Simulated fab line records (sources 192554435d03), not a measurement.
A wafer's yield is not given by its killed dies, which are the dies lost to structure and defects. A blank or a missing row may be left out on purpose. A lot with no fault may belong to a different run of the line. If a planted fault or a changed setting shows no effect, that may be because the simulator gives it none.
Split-lot experiment | flow n5Finfet | 39 wafers read across 7 lots, on a route 1938 steps long

SPLIT DETAILS
At N5_MOL_CONTACT_COAG_ETCHBACK_136 (etches SiO2 in CHF3, target depth 25 nm, time 16.7 s), the setting targetDepthA was moved away from the recipe's 250 angstrom on 12 of the 39 wafers read, by -13.0% to +8.4%. All remaining wafers had this setting at the recipe value.

BETWEEN THE SPLIT AND THE READING: the file shows 1 step in between
- N5_MOL_CONTACT_COAG_STRIP_120: strips in CHF3

THE READING
MOL_CONTACT_COAG.featureDepthNm (the simulator's own value, which no gauge read), in nm, at N5_MOL_CONTACT_COAG_VIA_ETCH_117 (etches SiO2 in C4F6/O2, target depth 40 nm, overetch 8 nm, time 26 s). No usual value for it is given in the file. Here, 27 wafers ran the recipe; their average is 40.3 nm with a standard deviation of 0.4 nm.

wafer  | tool, chamber at the split | targetDepthA as run, angstrom | against the recipe | MOL_CONTACT_COAG.featureDepthNm, nm | against lot-mates on the recipe
L074.3 | rieDiel-04, 2,3,2          | 250                           | recipe             | 40.8                                | -
L074.5 | rieDiel-04, 2,3,2          | 250                           | recipe             | 40.2                                | -
L074.6 | rieDiel-04, 2,3,2          | 250                           | recipe             | 40.6                                | -
L078.1 | rieDiel-05, 0,3,1,2,1,2    | 250                           | recipe             | 40.2                                | -
L078.2 | rieDiel-05, 0,3,1,2,1,2    | 250                           | recipe             | 40                                  | -
L078.3 | rieDiel-05, 0,3,1,2,1,2    | 250                           | recipe             | 40.2                                | -
L078.4 | rieDiel-05, 0,3,1,2,1,2    | 250                           | recipe             | 39.4                                | -
L078.5 | rieDiel-05, 0,3,1,2,1,2    | 250                           | recipe             | 40.2                                | -
L078.6 | rieDiel-05, 0,3,1,2,1,2    | 250                           | recipe             | 39.4                                | -
L080.1 | rieDiel-01, 1,0,0          | 267                           | +6.8%              | 38.6                                | -1.7
L080.2 | rieDiel-01, 2,3,3          | 250                           | recipe             | 40.2                                | -
L080.3 | rieDiel-01, 2,3,3          | 250                           | recipe             | 40.4                                | -
L080.4 | rieDiel-01, 1,0,0          | 267                           | +6.8%              | 38.4                                | -1.9
L080.5 | rieDiel-01, 1,0,0          | 267                           | +6.8%              | 38.2                                | -2.1
L080.6 | rieDiel-01, 2,3,3          | 250                           | recipe             | 40.2                                | -
L081.1 | rieDiel-05, 3,2,0          | 217.6                         | -13.0%             | 43.8                                | +3.4
L081.2 | rieDiel-05, 1,0,1          | 250                           | recipe             | 40.4                                | -
L081.3 | rieDiel-05, 3,2,0          | 217.6                         | -13.0%             | 43                                  | +2.6
L081.4 | rieDiel-05, 1,0,1          | 250                           | recipe             | 40.4                                | -
L081.5 | rieDiel-05, 3,2,0          | 217.6                         | -13.0%             | 43.6                                | +3.2
L081.6 | rieDiel-05, 1,0,1          | 250                           | recipe             | 40.4                                | -
L083.1 | rieDiel-05, 1,0,2          | 271.1                         | +8.4%              | 38.4                                | -2.1
L083.2 | rieDiel-05, 1,0,2          | 271.1                         | +8.4%              | 38.4                                | -2.1
L083.3 | rieDiel-05, 3,2,3          | 250                           | recipe             | 40.8                                | -
L083.4 | rieDiel-05, 3,2,3          | 250                           | recipe             | 40.2                                | -
L083.5 | rieDiel-05, 3,2,3          | 250                           | recipe             | 40.6                                | -
L083.6 | rieDiel-05, 1,0,2          | 271.1                         | +8.4%              | 37.8                                | -2.7
L086.1 | rieDiel-04, 0,3,0          | 225.7                         | -9.7%              | 42.8                                | +2.8
L086.2 | rieDiel-04, 2,1,1          | 250                           | recipe             | 41                                  | -
L086.3 | rieDiel-04, 0,3,0          | 225.7                         | -9.7%              | 42.4                                | +2.4
L086.4 | rieDiel-04, 2,1,1          | 250                           | recipe             | 39.6                                | -
L086.5 | rieDiel-04, 0,3,0          | 225.7                         | -9.7%              | 42.6                                | +2.6
L086.6 | rieDiel-04, 2,1,1          | 250                           | recipe             | 39.4                                | -
L095.1 | rieDiel-01, 1,0,2,1,0,2    | 250                           | recipe             | 40.6                                | -
L095.2 | rieDiel-01, 1,0,2,1,0,2    | 250                           | recipe             | 40.2                                | -
L095.3 | rieDiel-01, 1,0,2,1,0,2    | 250                           | recipe             | 40.4                                | -
L095.4 | rieDiel-01, 1,0,2,1,0,2    | 250                           | recipe             | 40.4                                | -
L095.5 | rieDiel-01, 1,0,2,1,0,2    | 250                           | recipe             | 40.2                                | -
L095.6 | rieDiel-01, 1,0,2,1,0,2    | 250                           | recipe             | 40.4                                | -
Rows listing several chambers each stand for several wafers; the file does not say which wafer went through which chamber.

THE FIT
A straight line over all 39 wafers: MOL_CONTACT_COAG.featureDepthNm changes by -0.249 nm for each +1% of targetDepthA; r = -0.96; the points scatter about the line by 0.38 nm.
The same after taking each lot's own level away (the mean of its wafers on the recipe; 39 wafers): -0.257 nm for each +1%; r = -0.97; scatter 0.32 nm.
On that fit, the largest move of targetDepthA shifts the reading by 3.3 nm.
Measured against the standard deviation above, the lots' own levels, which go from 39.90 to 40.53 nm, span 1.6 times it.
Consequently the slope shifts little with the lot-to-lot level, the two slopes agreeing.
Check: with one of the wafers moved furthest among these (-13.0%) left out of the fit, the line predicts +3.28 nm for it against its lot-mates. It came out at +3.4 nm against them.

ADDITIONAL SPLITS CARRIED BY THESE WAFERS
These wafers also went through other splits before the reading. Each is held against what the fit with the lots' levels taken away leaves over:
other split on the same wafers   | wafers away from the commonest value | r with MOL_CONTACT_COAG.featureDepthNm (lot level and that fit taken away)
N5_FIN_SAQP_HM_DEP_72 timeS      | 12                                   | +0.10
N5_FIN_SAQP_SPACER1_ALD_24 tempC | 12                                   | -0.02
N5_DUMMY_GATE_ETCH_32 timeS      | 15                                   | +0.03
N5_GATE_CUT_ETCH_58 timeS        | 18                                   | +0.15

THE WHOLE CHAIN: every reading that the file lists as answering this split, in the file's order
step                             | what it does                                                         | reading                                                                          | change (the file's fit)               | r (the file's)
N5_MOL_CONTACT_COAG_VIA_ETCH_117 | etches SiO2 in C4F6/O2, target depth 40 nm, overetch 8 nm, time 26 s | etch.depthNm (the simulator's own value, which no gauge read)                    | -0.25 nm for each +1% of the setting  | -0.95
N5_MOL_CONTACT_COAG_VIA_ETCH_117 | etches SiO2 in C4F6/O2, target depth 40 nm, overetch 8 nm, time 26 s | MOL_CONTACT_COAG.featureDepthNm (the simulator's own value, which no gauge read) | -0.256 nm for each +1% of the setting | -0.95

THE FILE'S OWN FIT
MOL_CONTACT_COAG.featureDepthNm changes by -0.256 nm for each +1% of targetDepthA, r = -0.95.
